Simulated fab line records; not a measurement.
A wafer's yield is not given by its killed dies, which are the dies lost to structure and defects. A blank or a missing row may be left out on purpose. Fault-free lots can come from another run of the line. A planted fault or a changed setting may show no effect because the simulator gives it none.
Which of the tools did it? + flow n5-finfet + 24 lots with 72 wafers sampled at 5 steps, on a route of 1938 steps

== WHAT EACH GAUGE READ, for each wafer ==
N5_DUMMY_GATE_CD_MEAS_15: target cd 25.8 nm. Usual: 24.98 nm for cd-nm, sd 0.28.
| lot  | measured    | on        | cd-nm (nm)        | flag |
|------|-------------|-----------|-------------------|------|
| L074 | day 2 23:47 | cd-sem-01 | 25.67 24.92 25.59 |      |
| L075 | day 3 09:38 | cd-sem-03 | 24.74 25.12 24.99 |      |
| L076 | day 3 09:25 | cd-sem-03 | 24.60 24.64 24.88 |      |
| L077 | day 3 17:21 | cd-sem-01 | 25.16 25.16 24.95 |      |
| L078 | day 3 21:40 | cd-sem-01 | 24.92 24.86 25.13 |      |
| L079 | day 4 04:55 | cd-sem-01 | 25.12 25.52 25.32 |      |
| L080 | day 4 21:32 | cd-sem-01 | 25.29 25.03 25.16 |      |
| L081 | day 4 18:50 | cd-sem-02 | 25.06 25.15 24.69 |      |
| L082 | day 5 03:10 | cd-sem-01 | 24.65 24.60 24.94 |      |
| L083 | day 5 06:43 | cd-sem-01 | 24.83 24.92 24.21 |      |
| L084 | day 5 15:01 | cd-sem-02 | 24.61 25.18 24.60 |      |
| L085 | day 5 21:25 | cd-sem-02 | 24.67 24.76 24.83 |      |
| L086 | day 6 01:20 | cd-sem-03 | 24.69 24.77 24.60 |      |
| L087 | day 6 11:37 | cd-sem-02 | 25.02 24.81 24.63 |      |
| L088 | day 6 09:28 | cd-sem-03 | 25.33 25.38 25.40 |      |
| L089 | day 6 17:53 | cd-sem-03 | 25.02 25.43 25.02 |      |
| L090 | day 6 21:17 | cd-sem-01 | 24.81 25.00 25.05 |      |
| L091 | day 7 04:28 | cd-sem-02 | 25.04 25.07 25.42 |      |
| L092 | day 7 09:16 | cd-sem-02 | 25.28 25.15 25.16 |      |
| L093 | day 7 16:14 | cd-sem-03 | 25.56 25.05 25.13 |      |
| L094 | day 7 22:51 | cd-sem-01 | 24.92 24.95 24.61 |      |
| L095 | day 8 04:08 | cd-sem-01 | 24.74 25.11 25.09 |      |
| L096 | day 8 10:55 | cd-sem-02 | 25.35 25.25 25.37 |      |
| L097 | day 8 16:00 | cd-sem-02 | 25.08 25.67 24.84 |      |

N5_DUMMY_GATE_CD_MEAS_50: target cd 14 nm. Usual: 14.0 nm for cd-nm, sd 0.38.
| lot  | measured    | on        | cd-nm (nm)     | flag |
|------|-------------|-----------|----------------|------|
| L074 | day 3 00:28 | cd-sem-01 | 14.5 14.3 14.1 |      |
| L075 | day 3 10:09 | cd-sem-03 | 13.2 14.3 14.1 |      |
| L076 | day 3 09:56 | cd-sem-03 | 14.0 14.2 14.1 |      |
| L077 | day 3 17:52 | cd-sem-01 | 13.6 14.2 14.3 |      |
| L078 | day 3 22:38 | cd-sem-02 | 13.4 14.2 14.1 |      |
| L079 | day 4 05:38 | cd-sem-01 | 13.9 14.3 13.6 |      |
| L080 | day 4 22:02 | cd-sem-03 | 14.0 14.4 14.2 |      |
| L081 | day 4 19:20 | cd-sem-01 | 14.2 13.4 13.4 |      |
| L082 | day 5 03:49 | cd-sem-02 | 14.1 13.7 14.0 |      |
| L083 | day 5 07:58 | cd-sem-02 | 14.1 13.6 13.2 |      |
| L084 | day 5 15:32 | cd-sem-02 | 14.0 14.1 14.1 |      |
| L085 | day 5 21:56 | cd-sem-03 | 14.2 13.4 14.1 |      |
| L086 | day 6 01:50 | cd-sem-02 | 13.6 14.3 14.0 |      |
| L087 | day 6 12:08 | cd-sem-01 | 13.8 14.1 13.8 |      |
| L088 | day 6 09:58 | cd-sem-03 | 14.4 13.9 14.0 |      |
| L089 | day 6 18:51 | cd-sem-03 | 14.1 13.5 14.4 |      |
| L090 | day 6 21:48 | cd-sem-03 | 14.0 14.9 14.6 |      |
| L091 | day 7 05:10 | cd-sem-03 | 14.3 13.5 13.8 |      |
| L092 | day 7 09:46 | cd-sem-01 | 14.5 14.1 14.6 |      |
| L093 | day 7 16:44 | cd-sem-02 | 13.6 13.9 14.0 |      |
| L094 | day 7 23:23 | cd-sem-03 | 13.3 13.5 13.8 |      |
| L095 | day 8 04:38 | cd-sem-02 | 13.6 14.0 14.4 |      |
| L096 | day 8 12:01 | cd-sem-01 | 14.0 14.2 14.2 |      |
| L097 | day 8 16:31 | cd-sem-01 | 14.4 14.6 14.6 |      |

== TOOL THAT RAN EACH LOT (tool first, then ch and the chambers of the sampled wafers, then the start) ==
| lot  | N5_STI_FIN_REVEAL_ALD_14         | N5_STI_FIN_REVEAL_STRIP_24        | N5_STI_FIN_REVEAL_RECESS_09       |
|------|----------------------------------|-----------------------------------|-----------------------------------|
| L074 | ald-sin-01 ch 0,1,2, day 2 06:27 | rie-diel-02 ch 0,1,2, day 2 12:10 | vapor-etch-02 ch 0,1, day 2 12:22 |
| L075 | ald-sin-01 ch 0,2, day 2 13:35   | rie-diel-05 ch 1,2,3, day 2 19:53 | vapor-etch-01 ch 0,1, day 2 20:38 |
| L076 | ald-sin-04 ch 0,1,2, day 2 16:11 | rie-diel-04 ch 0,1,2, day 2 21:48 | vapor-etch-02 ch 0,1, day 2 22:01 |
| L077 | ald-sin-01 ch 0,1,3, day 2 22:01 | rie-diel-05 ch 1,2, day 3 03:38   | vapor-etch-01 ch 0,1, day 3 03:51 |
| L078 | ald-sin-01 ch 0,1, day 3 03:22   | rie-diel-04 ch 0,1, day 3 09:34   | vapor-etch-01 ch 0,1, day 3 10:20 |
| L079 | ald-sin-01 ch 2,3, day 3 09:25   | rie-diel-05 ch 0,2, day 3 15:02   | vapor-etch-01 ch 0,1, day 3 15:37 |
| L080 | ald-sin-04 ch 0,1,3, day 3 17:08 | rie-diel-04 ch 0,2, day 3 23:37   | vapor-etch-01 ch 0,1, day 3 23:50 |
| L081 | ald-sin-01 ch 0,2,3, day 3 22:32 | rie-diel-05 ch 1,2,3, day 4 04:55 | vapor-etch-02 ch 0,1, day 4 05:08 |
| L082 | ald-sin-01 ch 1,2, day 4 04:44   | rie-diel-05 ch 1,2, day 4 10:33   | vapor-etch-02 ch 0,1, day 4 11:17 |
| L083 | ald-sin-02 ch 1,2, day 4 11:43   | rie-diel-05 ch 0,2,3, day 4 17:25 | vapor-etch-01 ch 0,1, day 4 17:37 |
| L084 | ald-sin-02 ch 0,2,3, day 4 20:59 | rie-diel-04 ch 0,1,2, day 5 02:54 | vapor-etch-01 ch 0,1, day 5 03:39 |
| L085 | ald-sin-04 ch 1,2,3, day 5 03:18 | rie-diel-04 ch 0,1,2, day 5 09:11 | vapor-etch-02 ch 0,1, day 5 09:24 |
| L086 | ald-sin-04 ch 1,2,3, day 5 07:44 | rie-diel-05 ch 1,2,3, day 5 13:20 | vapor-etch-01 ch 0,1, day 5 13:33 |
| L087 | ald-sin-02 ch 0,1,3, day 5 10:41 | rie-diel-05 ch 0,1,2, day 5 16:26 | vapor-etch-02 ch 0,1, day 5 16:39 |
| L088 | ald-sin-01 ch 1,3, day 5 15:49   | rie-diel-02 ch 0,1,2, day 5 21:40 | vapor-etch-02 ch 0,1, day 5 21:53 |
| L089 | ald-sin-01 ch 0,3, day 5 23:24   | rie-diel-04 ch 0,1,3, day 6 05:09 | vapor-etch-01 ch 0,1, day 6 05:58 |
| L090 | ald-sin-01 ch 0,1,2, day 6 03:43 | rie-diel-04 ch 1,2,3, day 6 09:33 | vapor-etch-02 ch 0,1, day 6 10:17 |
| L091 | ald-sin-01 ch 0,2,3, day 6 10:43 | rie-diel-05 ch 0,2, day 6 16:19   | vapor-etch-02 ch 0,1, day 6 16:32 |
| L092 | ald-sin-04 ch 1,2,3, day 6 15:41 | rie-diel-04 ch 1,2,3, day 6 21:31 | vapor-etch-01 ch 0,1, day 6 21:43 |
| L093 | ald-sin-04 ch 0,1,3, day 6 22:37 | rie-diel-02 ch 2,3, day 7 04:19   | vapor-etch-02 ch 0,1, day 7 04:32 |
| L094 | ald-sin-01 ch 0,1,3, day 7 05:14 | rie-diel-02 ch 0,2,3, day 7 10:56 | vapor-etch-01 ch 0,1, day 7 11:09 |
| L095 | ald-sin-01 ch 0,2,3, day 7 10:33 | rie-diel-04 ch 0,2,3, day 7 16:17 | vapor-etch-02 ch 0,1, day 7 16:29 |
| L096 | ald-sin-02 ch 1,2, day 7 16:45   | rie-diel-04 ch 0,1,3, day 7 23:02 | vapor-etch-01 ch 0,1, day 7 23:47 |
| L097 | ald-sin-04 ch 1,2,3, day 7 21:49 | rie-diel-04 ch 1,2,3, day 8 04:23 | vapor-etch-02 ch 0,1, day 8 04:35 |
- N5_STI_FIN_REVEAL_ALD_14: deposits Si3N4, target thk 3 nm.
- N5_STI_FIN_REVEAL_STRIP_24: strips in N2/H2, time 90 s.
- N5_STI_FIN_REVEAL_RECESS_09: chemistry HF/NH3, target SiO2, afs cycles 11, target depth 42.5 nm, sublimation time 60 s.

== WHAT THE TOOLS THEMSELVES READ (means of the sampled wafers that have a number; where no wafer has one, the mark that the record gives instead) ==
N5_STI_FIN_REVEAL_ALD_14. Usual: 808 W for heater-power-w, sd 87.
| lot  | tool       | heater-power-w (W) | flag |
|------|------------|--------------------|------|
| L074 | ald-sin-01 | 760                |      |
| L075 | ald-sin-01 | 770                |      |
| L076 | ald-sin-04 | 893                |      |
| L077 | ald-sin-01 | 749                |      |
| L078 | ald-sin-01 | 711                |      |
| L079 | ald-sin-01 | 799                |      |
| L080 | ald-sin-04 | 841                |      |
| L081 | ald-sin-01 | 768                |      |
| L082 | ald-sin-01 | 769                |      |
| L083 | ald-sin-02 | 929                |      |
| L084 | ald-sin-02 | 861                |      |
| L085 | ald-sin-04 | 806                |      |
| L086 | ald-sin-04 | 802                |      |
| L087 | ald-sin-02 | 980                |      |
| L088 | ald-sin-01 | 779                |      |
| L089 | ald-sin-01 | 758                |      |
| L090 | ald-sin-01 | 772                |      |
| L091 | ald-sin-01 | 768                |      |
| L092 | ald-sin-04 | 806                |      |
| L093 | ald-sin-04 | 802                |      |
| L094 | ald-sin-01 | 757                |      |
| L095 | ald-sin-01 | 767                |      |
| L096 | ald-sin-02 | 942                |      |
| L097 | ald-sin-04 | 814                |      |

N5_STI_FIN_REVEAL_STRIP_24. Usual: drypump-motor-current-A 5.6 A, standard deviation 0.35; oes-product-au 0.78 a.u., standard deviation 0.084; rf-vpp-V 45.4 V, standard deviation 0.88; showerhead-plenum-p-Torr 3.42 Torr, standard deviation 0.1; throttle-valve-pct 12.15 %, standard deviation 0.25.
| lot  | tool        | drypump-motor-current-A (A) | oes-product-au (a.u.) | rf-vpp-V (V) | showerhead-plenum-p-Torr (Torr) | throttle-valve-pct (%) | flag |
|------|-------------|-----------------------------|-----------------------|--------------|---------------------------------|------------------------|------|
| L074 | rie-diel-02 | 5.8                         | 0.79                  | 45.9         | 3.39                            | 12.15                  |      |
| L075 | rie-diel-05 | 5.6                         | 0.73                  | 45.1         | 3.41                            | 12.09                  |      |
| L076 | rie-diel-04 | 5.7                         | 0.77                  | 44.7         | 3.43                            | 12.22                  |      |
| L077 | rie-diel-05 | 5.5                         | 0.71                  | 44.9         | 3.40                            | 12.28                  |      |
| L078 | rie-diel-04 | 5.6                         | 0.74                  | 45.2         | 3.37                            | 12.22                  |      |
| L079 | rie-diel-05 | 5.7                         | 0.81                  | 45.9         | 3.54                            | 11.87                  |      |
| L080 | rie-diel-04 | 5.8                         | 0.79                  | 46.0         | 3.44                            | 12.18                  |      |
| L081 | rie-diel-05 | 5.6                         | 0.72                  | 45.7         | 3.40                            | 12.11                  |      |
| L082 | rie-diel-05 | 5.7                         | 0.72                  | 44.8         | 3.45                            | 12.07                  |      |
| L083 | rie-diel-05 | 5.7                         | 0.80                  | 45.2         | 3.48                            | 11.94                  |      |
| L084 | rie-diel-04 | 5.7                         | 0.75                  | 46.0         | 3.42                            | 12.27                  |      |
| L085 | rie-diel-04 | 5.7                         | 0.75                  | 45.4         | 3.42                            | 12.27                  |      |
| L086 | rie-diel-05 | 5.6                         | 0.71                  | 45.1         | 3.39                            | 12.14                  |      |
| L087 | rie-diel-05 | 5.6                         | 0.77                  | 44.6         | 3.48                            | 12.16                  |      |
| L088 | rie-diel-02 | 5.8                         | 0.77                  | 44.5         | 3.38                            | 12.23                  |      |
| L089 | rie-diel-04 | 5.4                         | 0.80                  | 45.2         | 3.44                            | 12.12                  |      |
| L090 | rie-diel-04 | 5.4                         | 0.80                  | 46.2         | 3.48                            | 12.22                  |      |
| L091 | rie-diel-05 | 5.7                         | 0.77                  | 45.9         | 3.52                            | 11.95                  |      |
| L092 | rie-diel-04 | 5.4                         | 0.79                  | 45.6         | 3.48                            | 12.22                  |      |
| L093 | rie-diel-02 | 5.9                         | 0.86                  | 44.6         | 3.29                            | 12.11                  |      |
| L094 | rie-diel-02 | 5.8                         | 0.83                  | 45.1         | 3.31                            | 12.07                  |      |
| L095 | rie-diel-04 | 5.5                         | 0.81                  | 44.8         | 3.48                            | 12.17                  |      |
| L096 | rie-diel-04 | 5.4                         | 0.87                  | 45.1         | 3.44                            | 11.94                  |      |
| L097 | rie-diel-04 | 5.4                         | 0.86                  | 45.0         | 3.47                            | 12.05                  |      |

N5_STI_FIN_REVEAL_RECESS_09. Usual: 5.9 A for drypump-motor-current-A, sd 0.34.
| lot  | tool          | drypump-motor-current-A (A) | flag |
|------|---------------|-----------------------------|------|
| L074 | vapor-etch-02 | 5.6                         |      |
| L075 | vapor-etch-01 | 6.1                         |      |
| L076 | vapor-etch-02 | 5.6                         |      |
| L077 | vapor-etch-01 | 6.0                         |      |
| L078 | vapor-etch-01 | 6.0                         |      |
| L079 | vapor-etch-01 | 6.1                         |      |
| L080 | vapor-etch-01 | 6.1                         |      |
| L081 | vapor-etch-02 | 5.9                         |      |
| L082 | vapor-etch-02 | 5.6                         |      |
| L083 | vapor-etch-01 | 5.9                         |      |
| L084 | vapor-etch-01 | 6.0                         |      |
| L085 | vapor-etch-02 | 5.6                         |      |
| L086 | vapor-etch-01 | 5.9                         |      |
| L087 | vapor-etch-02 | 5.6                         |      |
| L088 | vapor-etch-02 | 5.6                         |      |
| L089 | vapor-etch-01 | 6.0                         |      |
| L090 | vapor-etch-02 | 5.9                         |      |
| L091 | vapor-etch-02 | 5.6                         |      |
| L092 | vapor-etch-01 | 5.9                         |      |
| L093 | vapor-etch-02 | 5.9                         |      |
| L094 | vapor-etch-01 | 6.1                         |      |
| L095 | vapor-etch-02 | 5.6                         |      |
| L096 | vapor-etch-01 | 5.9                         |      |
| L097 | vapor-etch-02 | 5.6                         |      |

== THE ANSWER, worked out from the rows above alone ==
Rule: lot off if the mean of its wafers having a number is beyond 3 standard deviations from the usual mean. A lot without any number at a reading at which 4 lots or more have one is off too. The other lots that the step has rows for count as sound. Order of review: gauges by route order, followed by the tools' own readings, for which a lot's mean as printed above is used. The first step at which some lot is off is used, and at that step the reading that is off furthest; a lot without a number counts as furthest.
Nothing can be told from this: no lot is off at any reading shown.

== WHAT THE SIMULATOR HAD INSERTED ==
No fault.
